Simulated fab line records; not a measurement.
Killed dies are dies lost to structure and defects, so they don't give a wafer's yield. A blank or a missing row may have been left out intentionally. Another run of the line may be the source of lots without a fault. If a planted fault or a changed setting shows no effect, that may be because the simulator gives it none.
Chamber matching :: flow n5Finfet :: N5_FIN_SAQP_ETCH_52 on rieDiel-02 has 4 sister chambers
The step etches SOC in N2/H2, target depth 100 nm, overetch 20 nm, time 150 s. 4 wafers are shown with their chamber, then 10 later ones without.

WAFERS PAIRED WITH THEIR CHAMBERS
wafer: L085.4
chamber: 1
drypumpMotorCurrentA (A): 5.8

wafer: L086.1
chamber: 3
drypumpMotorCurrentA (A): 5.3

wafer: L089.2
chamber: 0
drypumpMotorCurrentA (A): 6.2

wafer: L089.3
chamber: 2
drypumpMotorCurrentA (A): 5.1

WAFERS WITH NO CHAMBER GIVEN
wafer: L089.6
drypumpMotorCurrentA (A): 5.1

wafer: L090.1
drypumpMotorCurrentA (A): 5.7

wafer: L090.2
drypumpMotorCurrentA (A): 6.2

wafer: L090.6
drypumpMotorCurrentA (A): 5.1

wafer: L093.1
drypumpMotorCurrentA (A): 5.3

wafer: L093.5
drypumpMotorCurrentA (A): 5.8

wafer: L093.6
drypumpMotorCurrentA (A): 6.1

wafer: L094.2
drypumpMotorCurrentA (A): 5.3

wafer: L094.3
drypumpMotorCurrentA (A): 5.7

wafer: L094.5
drypumpMotorCurrentA (A): 5.3

WHICH CHAMBER EACH ONE RAN IN
wafer: L089.6
from the rows above: 2
in truth: 2

wafer: L090.1
from the rows above: 1
in truth: 1

wafer: L090.2
from the rows above: 0
in truth: 0

wafer: L090.6
from the rows above: 2
in truth: 2

wafer: L093.1
from the rows above: 3
in truth: 3

wafer: L093.5
from the rows above: 1
in truth: 1

wafer: L093.6
from the rows above: 0
in truth: 0

wafer: L094.2
from the rows above: 3
in truth: 3

wafer: L094.3
from the rows above: 1
in truth: 1

wafer: L094.5
from the rows above: 3
in truth: 3
Correct placement for 10 of the 10. From these rows, 0 cannot be placed. Placed wrongly: 0.
How it was worked out, from the rows above alone: a wafer's distance from a chamber is the root of the sum, over the readings, of the square of ((its reading less the chamber's mean) divided by the reading's scatter). The wafer belongs to the nearest chamber; if the next one is less than 2 further off, it can't be placed. Each chamber's mean is taken over the wafers shown for it. The scatter (one wafer shown for each chamber): square how far every hidden wafer sits from the nearest shown wafer, average those squares and take the square root.
